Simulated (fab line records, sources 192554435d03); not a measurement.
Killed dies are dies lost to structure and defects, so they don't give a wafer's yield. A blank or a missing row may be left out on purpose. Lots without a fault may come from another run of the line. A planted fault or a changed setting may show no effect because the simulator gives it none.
fab line records | flow n5_finfet
record lots=7 wafers=39
route steps=1938 shown BEOL_M11@1554 MIM_TOP@1838 PASSIVATION@1916
start_h: hours from the record's first day to the start of the lot's first wafer shown | wait_h: hours since the lot's step before | " the same as in the row above | L1.1+2: a row that stands for several wafers | - no value, or no start given | * or withheld: withheld | < > ~ a bound
route shown NAME@n: a module of which the file shows steps, and the number in the route of the first | usual: mean/standard deviation of fault-free wafers | same: alike in all rows | chamber/n: place in a boat | sites: the reading at each site | _std_site: their standard deviation | _edge_site: outer sites' mean less inner sites' | radius_mm: how far each site lies from the wafer's centre | mask NAME#n: copy n | behind: the tool/chamber that last shaped the wafer | hold: why the lot was held/for how many hours/how that ended | device: the transistor (n, p or np) that didn't switch | end of line: the same wafers' tests at the end of the route | a step without rows: its recipe alone | killed: dies lost to structure and defects at the first sort, not the wafer's yield | map: a wafer's dies, x killed, . not, _ none there
set.NAME: the setting as run; set.NAME@STEP: as run at that earlier step | model.NAME: the simulator's own value behind a step, which no gauge read
lots whose settings were changed on purpose; a table a step, a row a wafer
## steps
# step N5_BEOL_M11_ETCH_62
# recipe chemistry=N2/H2 target=SOC target_depth_a=1100 overetch_a=220 mask_material=SiARC temp_c=40 time_s=165 ion_energy_ev=200 pressure_mtorr=30 source_w=840 bias_w=150 n2_flow_sccm=200 h2_flow_sccm=200
# columns lot.wafer tool chamber start_h wait_h set.time_s model.etch.depth_nm model.SiARC_of_BEOL_M11_COAT_60.thk_nm model.BEOL_M11.cd_offset_nm
L074.1 rie_diel-05 2 218.68 0.0 165 100.3 23.6 -0.2
L074.2 " 3 " " 165 100.1 23.4 0.2
L074.3 " 1 " " 84.68 67.09 26.8 -1.6
L074.4 " 0 " " 165 99.97 23.6 0.6
L074.5 " 3 " " 84.68 69.02 26.6 -0.8
L074.6 " 0 " " 84.68 66.64 26.8 -1
L079.1 rie_diel-04 0 252.96 0.0 87.72 72.02 26.4 -1.4
L079.2 " 1 " " 165 100.2 23.6 -0.6
L079.3 " 3 " " 165 99.81 23.6 -0.6
L079.4 " 2 " " 87.72 69.95 26.6 -1.4
L079.5 " 2 " " 87.72 70.13 26.6 -1.6
L079.6 " 1 " " 165 100.1 23.4 0.2
L087.1 rie_diel-03 3 320.65 0.0 121.7 96.52 25.2 -1.2
L087.2 " 2 " " 121.7 97.82 25.4 -1
L087.3 " 0 " " 165 100.3 23.6 0
L087.4 " 1 " " 121.7 99.13 25.4 -0.8
L087.5 " 3 " " 165 100 23.6 -0.8
L087.6 " 2 " " 165 100.1 23.6 0
L089.1 rie_diel-04 3 325.97 0.0 119.2 92.76 25.6 -1
L089.2 " 1 " " 119.2 93.16 25.4 -1.2
L089.3 " 0 " " 165 99.41 23.6 0.4
L089.4 " 2 " " 119.2 94.21 25.4 -0.8
L089.5 " 0 " " 165 99.58 23.4 0.4
L089.6 " 3 " " 165 99.75 23.8 0.4
L092.1 rie_diel-05 0 342.84 0.0 165 99.83 23.6 -1
L092.2 " 3 " " 165 99.96 23.2 -0.6
L092.3 " 2 " " 251.3 100.2 20.2 1.4
L092.4 " 3 " " 251.3 100.2 19.8 1.6
L092.5 " 0 " " 251.3 99.8 20.2 1.6
L092.6 " 2 " " 165 100.2 23.6 -0.6
L095.1 rie_diel-03 1 358.26 0.1 165 99.54 23.4 0.6
L095.2 " 2 " " 240 99.53 20.4 1.4
L095.3 " 2 " " 165 99.29 23.6 0.4
L095.4 " 1 " " 240 99.82 20.4 1.8
L095.5 " 1 " " 240 99.69 20.4 1.8
L095.6 " 2 " " 165 99.57 23.4 0.4
L097.1 rie_diel-04 1 394.78 0.0 165 99.7 23.6 0
L097.3 " 2 " " 165 99.91 23.6 0.2
L097.6 " 3 " " 165 99.74 23.8 0
# step N5_BEOL_M11_STRIP_68
# recipe chemistry=N2/H2 temp_c=40 n2_flow_sccm=200 h2_flow_sccm=200 rf_frequency_hz=6e+07
# step N5_BEOL_M11_STRIP_67
# recipe chemistry=CF4 resist=SiARC power_w=300 bias_power_w=75 pressure_mtorr=50 cf4_flow_sccm=150 rf_frequency_hz=6e+07
# step N5_BEOL_M11_HM_OPEN_17
# recipe chemistry=Cl2/BCl3 target_depth_a=200 overetch_a=60 target=TiN mask_material=SOC ion_energy_ev=150 pressure_mtorr=10 icp_w=1000 bias_w=126 Cl2_flow_sccm=53.25 bcl3_flow_sccm=21.75 Ar_flow_sccm=25
# columns lot.wafer tool chamber start_h wait_h set.time_s@BEOL_M11_ETCH_62 model.BEOL_M11.cd_offset_nm
L074.1 rie_metal-03 1 218.87 0.0 165 -0.2
L074.2 " 0 " " 165 0.4
L074.3 " 0 " " 84.68 -1.6
L074.4 " 1 " " 165 0.6
L074.5 " 1 " " 84.68 -0.8
L074.6 " 0 " " 84.68 -1
L079.1 rie_metal-01 0 253.15 0.0 87.72 -1.4
L079.2 " 1 " " 165 -0.6
L079.3 " 0 " " 165 -0.4
L079.4+5 " 1 " " 87.72 -1.6
L079.6 " 0 " " 165 0.2
L087.1 rie_metal-02 0 320.84 0.0 121.7 -1.2
L087.2 " 1 " " 121.7 -1
L087.3+6 " 1,0 " " 165 0
L087.4 " 0 " " 121.7 -0.8
L087.5 " 1 " " 165 -0.6
L089.1 rie_metal-02 1 326.15 0.0 119.2 -1
L089.2 " 0 " " 119.2 -1.2
L089.3+6 " 0,1 " " 165 0.2
L089.4 " 1 " " 119.2 -0.8
L089.5 " 0 " " 165 0.4
L092.1 rie_metal-02 0 343.02 0.0 165 -0.8
L092.2 " 1 " " 165 -0.6
L092.3 " 0 " " 251.3 1.6
L092.4+5 " 1 " " 251.3 1.8
L092.6 " 0 " " 165 -0.4
L095.1 rie_metal-02 1 358.53 0.0 165 0.6
L095.2 " 0 " " 240 1.4
L095.3+6 " 1 " " 165 0.4
L095.4+5 " 0 " " 240 2
L097.1 rie_metal-03 1 394.97 0.0 165 -0.2
L097.3 " 0 " " 165 0.2
L097.6 " 0 " " 165 0
# step N5_BEOL_M11_STRIP_19
# recipe chemistry=O2 power_w=400 temp_c=40 pressure_mtorr=30 rf_frequency_hz=6e+07 bias_power_w=0 overash_fraction=0.2 o2_flow_sccm=225
# step N5_BEOL_M11_CD_MEAS_18
# recipe pitch_nm=140 target_cd_nm=70
# usual cd_nm=70.1/0.51
# columns lot.wafer tool chamber start_h wait_h set.time_s@BEOL_M11_ETCH_62 cd_nm
L074.1 cd_sem-02 - 219.05 0.0 165 69.7
L074.2 " - " " 165 70.3
L074.3 " - " " 84.68 -
L074.4 " - " " 165 70.5
L074.5 " - " " 84.68 -
L074.6 " - " " 84.68 -
L079.1 cd_sem-02 - 253.34 0.0 87.72 -
L079.2 " - " " 165 69.3
L079.3 " - " " 165 69.5
L079.4 " - " " 87.72 -
L079.5 " - " " 87.72 -
L079.6 " - " " 165 70.3
L087.1 cd_sem-03 - 321.27 0.0 121.7 69.3
L087.2 " - " " 121.7 69.2
L087.3 " - " " 165 69.7
L087.4 " - " " 121.7 69.3
L087.5 " - " " 165 69.1
L087.6 " - " " 165 70.2
L089.1 cd_sem-02 - 326.53 0.0 119.2 -
L089.2 " - " " 119.2 -
L089.3 " - " " 165 70.0
L089.4 " - " " 119.2 -
L089.5 " - " " 165 70.5
L089.6 " - " " 165 70.2
L092.1 cd_sem-01 - 343.20 0.0 165 69.1
L092.2 " - " " 165 69.4
L092.3 " - " " 251.3 71.9
L092.4 " - " " 251.3 72.0
L092.5 " - " " 251.3 71.7
L092.6 " - " " 165 69.7
L095.1 cd_sem-02 - 358.75 0.1 165 70.5
L095.2 " - " " 240 71.9
L095.3 " - " " 165 70.4
L095.4 " - " " 240 72.5
L095.5 " - " " 240 72.4
L095.6 " - " " 165 70.5
L097.1 cd_sem-01 - 395.24 0.0 165 69.3
L097.3 " - " " 165 70.3
L097.6 " - " " 165 69.9
# step N5_BEOL_M11_COAT_63
# recipe resist=SOC temp_c=250 time_s=60 spin_rpm=1500 resist_thk_nm=100
# step N5_BEOL_M11_COAT_64
# recipe resist=SiARC temp_c=220 time_s=60 spin_rpm=1500 resist_thk_nm=30
# step N5_BEOL_M11_PRECLEAN_42
# recipe chemistry=residue_remover time_s=60 temp_c=40
# step N5_BEOL_M11_SRD_43
# recipe time_s=30 temp_c=23 rinse_liquid=diw dry=ipa_marangoni
# step N5_BEOL_M11_CD_MEAS_35
# recipe target_cd_nm=70 polarity=opening
# usual cd_nm=70.0/0.52
# columns lot.wafer tool chamber start_h wait_h set.time_s@BEOL_M11_ETCH_62 cd_nm
L074.1 cd_sem-02 - 222.02 0.0 165 69.3
L074.2 " - " " 165 70.2
L074.3 " - " " 84.68 -
L074.4 " - " " 165 70.6
L074.5 " - " " 84.68 -
L074.6 " - " " 84.68 -
L079.1 cd_sem-01 - 254.58 0.0 87.72 -
L079.2 " - " " 165 69.0
L079.3 " - " " 165 69.5
L079.4 " - " " 87.72 -
L079.5 " - " " 87.72 -
L079.6 " - " " 165 70.1
L087.1 cd_sem-02 - 322.66 0.0 121.7 -
L087.2 " - " " 121.7 -
L087.3 " - " " 165 70.0
L087.4 " - " " 121.7 69.0
L087.5 " - " " 165 69.4
L087.6 " - " " 165 70.2
L089.1 cd_sem-02 - 327.62 0.0 119.2 -
L089.2 " - " " 119.2 -
L089.3 " - " " 165 70.3
L089.4 " - " " 119.2 -
L089.5 " - " " 165 70.3
L089.6 " - " " 165 70.1
L092.1 cd_sem-01 - 346.23 0.0 165 69.2
L092.2 " - " " 165 69.5
L092.3 " - " " 251.3 71.6
L092.4 " - " " 251.3 72.3
L092.5 " - " " 251.3 72.0
L092.6 " - " " 165 69.1
L095.1 cd_sem-03 - 363.31 0.0 165 70.2
L095.2 " - " " 240 72.0
L095.3 " - " " 165 70.5
L095.4 " - " " 240 72.3
L095.5 " - " " 240 72.2
L095.6 " - " " 165 70.5
L097.1 cd_sem-01 - 397.77 0.0 165 69.7
L097.3 " - " " 165 70.3
L097.6 " - " " 165 70.0
# step N5_MIM_TOP_SPUTTER_03
# recipe material=TiN target_thk_a=350 temp_c=200 power_w=3000 chamber_pressure_pa=0.49996 gas=Ar reactive_partial_pa=0.37997 time_s=89.7
# columns lot.wafer tool chamber start_h wait_h set.target_thk_a model.TiN_of_MIM_TOP_SPUTTER_03.thk_nm
L074.1+4+6 pvd_sputter-02 - 253.54 0.0 350 34.8
L074.2+3 " - " " 350 34.6
L074.5 " - " " 350 35
L079.1+4+6 pvd_sputter-02 - 284.52 0.0 350 34.6
L079.2+5 " - " " 350 34.4
L079.3 " - " " 350 34.8
L087.1 pvd_sputter-03 - 354.08 0.0 350 35
L087.2 " - " " 441.6 44.2
L087.3 " - " " 441.6 44.4
L087.4 " - " " 350 34.8
L087.5 " - " " 350 35.2
L087.6 " - " " 441.6 44
L089.1+2+3+4+5 pvd_sputter-01 - 359.03 0.0 350 34.2
L089.6 " - " " 350 34.4
L092.1+6 pvd_sputter-01 - 378.65 0.0 270.6 26.8
L092.2+4 " - " " 350 34.8
L092.3 " - " " 350 34.6
L092.5 " - " " 270.6 26.6
L095.1+6 pvd_sputter-03 - 389.02 0.0 519.9 52
L095.2 " - " " 519.9 52.4
L095.3 " - " " 350 35.2
L095.4+5 " - " " 350 35
L097.1+6 pvd_sputter-01 - 430.53 0.0 350 34.6
L097.3 " - " " 350 34.8
# step N5_PASSIVATION_PECVD_35
# recipe material=SiNx target_thk_a=7000 temp_c=400 precursor=SiH4/NH3/N2 pressure_torr=4.9 rf_w=1406 time_s=151.3
# columns lot.wafer tool chamber start_h wait_h set.time_s model.SiNx_of_PASSIVATION_PECVD_35.thk_nm
L074.1 pecvd-04 0 260.83 0.1 237.7 1087
L074.2 " 1 " " 151.3 703
L074.3 " 2 " " 237.7 1090
L074.4 " 0 " " 237.7 1107
L074.5 " 2 " " 151.3 704.6
L074.6 " 1 " " 151.3 709.2
L079.1 pecvd-04 1 291.70 0.1 151.3 697.6
L079.2 " 0 " " 79.54 361.4
L079.3 " 2 " " 151.3 694.6
L079.4 " 1 " " 79.54 378.2
L079.5 " 2 " " 79.54 380
L079.6 " 0 " " 151.3 706.2
L087.1 pecvd-04 2 360.55 0.1 151.3 692.8
L087.2 " 1 " " 151.3 707.8
L087.3 " 0 " " 151.3 703.8
L087.4 " 0 " " 151.3 700.6
L087.5 " 2 " " 151.3 702.8
L087.6 " 1 " " 151.3 716.8
L089.1 pecvd-01 0 370.75 0.1 151.3 691
L089.2 " 2 " " 92.4 414.6
L089.3 " 1 " " 151.3 693.2
L089.4 " 0 " " 92.4 431.4
L089.5 " 1 " " 92.4 413.4
L089.6 " 2 " " 151.3 698.2
L092.1 pecvd-04 0 386.34 0.1 151.3 701.4
L092.2 " 2 " " 177.2 832
L092.3 " 1 " " 151.3 708.2
L092.4 " 1 " " 177.2 838.6
L092.5 " 2 " " 151.3 717
L092.6 " 0 " " 177.2 832.2
L095.1 pecvd-01 1 400.62 0.1 71.64 333.8
L095.2 " 0 " " 71.64 333
L095.3 " 1 " " 151.3 701.6
L095.4 " 0 " " 71.64 329.8
L095.5 " 0 " " 151.3 706.4
L095.6 " 1 " " 151.3 708.6
L097.1 pecvd-01 1 443.53 0.1 151.3 701
L097.3 " 2 " " 151.3 688.2
L097.6 " 1 " " 151.3 702.2
## key
split step=N5_BEOL_M11_ETCH_62 setting=time_s stated=165 by=wafer
response step=N5_BEOL_M11_ETCH_62 reading=model.etch.depth_nm shape=bent at_lowest=67.59 at_stated=99.87 at_highest=100.1
response step=N5_BEOL_M11_ETCH_62 reading=model.SiARC_of_BEOL_M11_COAT_60.thk_nm change=-0.0657 per=1% r=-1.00
response step=N5_BEOL_M11_ETCH_62 reading=model.BEOL_M11.cd_offset_nm change=+0.0323 per=1% r=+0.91
response step=N5_BEOL_M11_HM_OPEN_17 reading=model.BEOL_M11.cd_offset_nm change=+0.0338 per=1% r=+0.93
response step=N5_BEOL_M11_CD_MEAS_18 reading=cd_nm change=+0.0406 per=1% r=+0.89
response step=N5_BEOL_M11_CD_MEAS_35 reading=cd_nm change=+0.0453 per=1% r=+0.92
split step=N5_MIM_TOP_SPUTTER_03 setting=target_thk_a stated=350 by=wafer
response step=N5_MIM_TOP_SPUTTER_03 reading=model.TiN_of_MIM_TOP_SPUTTER_03.thk_nm change=+0.352 per=1% r=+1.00
split step=N5_PASSIVATION_PECVD_35 setting=time_s stated=151.3 by=wafer
response step=N5_PASSIVATION_PECVD_35 reading=model.SiNx_of_PASSIVATION_PECVD_35.thk_nm change=+6.95 per=1% r=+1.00
